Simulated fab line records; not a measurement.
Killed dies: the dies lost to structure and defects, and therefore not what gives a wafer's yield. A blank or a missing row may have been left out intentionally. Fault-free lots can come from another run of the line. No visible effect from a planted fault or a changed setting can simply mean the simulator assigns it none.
A lot that was struck, set against a sound lot + flow nand_harc + 24 out of 1159 route steps
Sound: these wafers, L662.3, L662.4, L662.6. Struck: wafer L677.5. (L677.4 of the same lot was not struck and is left out.) The cause comes at the end.
Order at every step that has rows: each side's tool, ch and its chambers, its first start. Under that, the readings that differ: sound wafers + struck wafers + difference of the means + sigmas: that difference in standard deviations of wafers without a fault.
alike: a reading whose means differ by less than 2 such deviations, as well as words and numbers matching on both sides. not compared: withheld readings; readings where some wafer has no value; bounds like >300 that might hide an equal value; numbers whose values overlap and for which the record gives no deviation.
The two part at a step that has a row with sigmas, a row that says differs or no value, or rows on one side only. Numbers that don't overlap but have no deviation are shown without sigmas and don't part them. A reading missing from all wafers of one side parts the sides only when that side holds two or more wafers.

NHARC_A_M0_INSPECT_27:
  sound on defect_inspect-01, day 17 18:59; struck on defect_inspect-01, day 21 14:22
  alike: raw_defect_count
NHARC_A_M0_PRE_CLEAN_31: time 12 s.
  sound on pecvd-04 ch 0,1,2, day 17 19:04; struck on pecvd-03 ch 2, day 21 14:28
  alike: heater_power_w, rf_fwd_power_W
NHARC_A_M0_DEP_32: deposits SiCN, target thk 30 nm.
  sound on pecvd-04 ch 0,1,2, day 17 19:13; struck on pecvd-03 ch 2, day 21 14:38
| reading            | sound       | struck | difference | sigmas |
|--------------------|-------------|--------|------------|--------|
| heater_power_w (W) | 745 677 615 | 477    | -202       | -2     |
  alike: rf_fwd_power_W
then, 8 steps without rows for these wafers: NHARC_A_M1_DEP_00 (deposits SiOC, target thk 182.5 nm); NHARC_A_M1_DEHYDRATE_01 (time 120 s); NHARC_A_M1_HMDS_02 (time 30 s); NHARC_A_M1_COAT_34 (time 65 s); NHARC_A_M1_COAT_03 (resist thk 90 nm); NHARC_A_M1_SOFTBAKE_04 (time 55 s); NHARC_A_M1_EBR_05; NHARC_A_M1_EXPOSE_06 (exposes mask A M1, target cd 120 nm).
NHARC_A_M1_PEB_07: peb time 65 s.
  sound on litho_track-04 ch 0, day 17 20:18; struck on litho_track-01 ch 0, day 21 15:41
| reading                | sound             | struck | difference | sigmas |
|------------------------|-------------------|--------|------------|--------|
| chill_plate_temp_C (C) | 22.94 22.91 22.96 | 23.28  | +0.34      | +4     |
  alike: heater_power_total_W
then, 1 step without rows for these wafers: NHARC_A_M1_DEVELOP_08 (develop time 35 s).
NHARC_A_M1_CD_MEAS_09: target cd 120 nm.
  sound on cd_sem-01 ch 0, day 17 20:23; struck on cd_sem-01 ch 0, day 21 15:46
| reading    | sound             | struck | difference | sigmas |
|------------|-------------------|--------|------------|--------|
| cd_nm (nm) | 119.8 120.0 119.8 | 141.4  | +21.5      | +34    |
NHARC_A_M1_OVL_MEAS_10: pitch 240 nm.
  sound on overlay-02, day 17 20:28; struck on overlay-02, day 21 15:51
  alike: overlay_x_nm, overlay_y_nm
NHARC_A_M1_INSPECT_11:
  sound on defect_inspect-01, day 17 20:30; struck on defect_inspect-01, day 21 15:53
  alike: raw_defect_count
NHARC_A_M1_DESCUM_14: chemistry O2, time 3 s.
  sound on rie_diel-10 ch 0,2,3, day 17 20:34; struck on rie_diel-10 ch 2, day 21 15:58
| reading               | sound             | struck | difference | sigmas |
|-----------------------|-------------------|--------|------------|--------|
| model.A_M1.cd_nm (nm) | 119.6 119.5 119.4 | 141.4  | +21.9      |        |
  alike: chamber_pressure_mTorr, drypump_motor_current_A, oes_product_au, rf_vpp_V, showerhead_plenum_p_Torr, throttle_valve_pct
  not compared: rf_hours_counter_h
NHARC_A_M1_ETCH_35: etches the open film in N2/H2, target depth 40 nm, overetch 12 nm, time 43.94 s.
  sound on rie_diel-10 ch 0,1,3, day 17 20:39; struck on rie_diel-10 ch 0, day 21 16:03
  alike: chamber_pressure_mTorr, drypump_motor_current_A, oes_product_au, rf_fwd_power_W, rf_vpp_V, showerhead_plenum_p_Torr, throttle_valve_pct
  not compared: rf_hours_counter_h
NHARC_A_M1_ETCH_15: etches the open film in C4F8/Ar, target depth 182.5 nm, time 91.2 s.
  sound: rie_diel-10 ch 0,2,3; struck: rie_diel-10 ch 1
  alike: chamber_pressure_mTorr, oes_product_au, rf_fwd_power_W, rf_vpp_V
  not compared: rf_hours_counter_h
NHARC_A_M1_CD_MEAS_16:
  sound on cd_sem-02, day 17 20:52; struck on cd_sem-01, day 21 16:16
| reading    | sound             | struck | difference | sigmas |
|------------|-------------------|--------|------------|--------|
| cd_nm (nm) | 119.8 119.2 119.0 | 141.5  | +22.2      | +36    |
NHARC_A_M1_STRIP_18: strips in N2/H2.
  sound on rie_diel-11 ch 0,2,3, day 17 20:59; struck on rie_diel-10 ch 1, day 21 16:21
| reading                     | sound       | struck | difference | sigmas |
|-----------------------------|-------------|--------|------------|--------|
| drypump_motor_current_A (A) | 5.4 5.9 5.1 | 6.4    | +0.9       | +2     |
  alike: chamber_pressure_mTorr, oes_product_au, rf_fwd_power_W, rf_vpp_V, showerhead_plenum_p_Torr, throttle_valve_pct
  not compared: rf_hours_counter_h
NHARC_A_M1_ETCH_28: etches the open film in CF4/N2, target depth 30 nm, time 72.99 s.
  sound: rie_diel-11 ch 0,2,3; struck: rie_diel-10 ch 2
| reading               | sound           | struck | difference | sigmas |
|-----------------------|-----------------|--------|------------|--------|
| model.A_M1.cd_nm (nm) | 119.8 119 119.6 | 141.2  | +21.7      |        |
  alike: chamber_pressure_mTorr, drypump_motor_current_A, oes_product_au, rf_fwd_power_W, rf_vpp_V, showerhead_plenum_p_Torr, throttle_valve_pct
  not compared: rf_hours_counter_h
then, 1 step without rows for these wafers: NHARC_A_M1_STRIP_19 (strips in post etch residue remover, time 600 s).
NHARC_END_SORT_01:
  sound on prober-01 ch 0, day 19 11:59; struck on prober-01 ch 0, day 23 15:40
  alike: defect_limited_yield, killed_at_array, killed_at_other, killed_at_periphery, killed_dies, killed_open, killed_short, sort_bin_2_pct, sort_bin_3_pct, sort_bin_4_pct, sort_n_pass, sort_rim_yield_pct, sort_yield_pct

WHERE THEY PART
Earliest at NHARC_A_M0_DEP_32; latest, in this record, at NHARC_A_M1_STRIP_18. Later steps at which nothing parts them and some readings are alike: NHARC_A_M1_ETCH_28, NHARC_END_SORT_01.

WHY: what the simulator had put in
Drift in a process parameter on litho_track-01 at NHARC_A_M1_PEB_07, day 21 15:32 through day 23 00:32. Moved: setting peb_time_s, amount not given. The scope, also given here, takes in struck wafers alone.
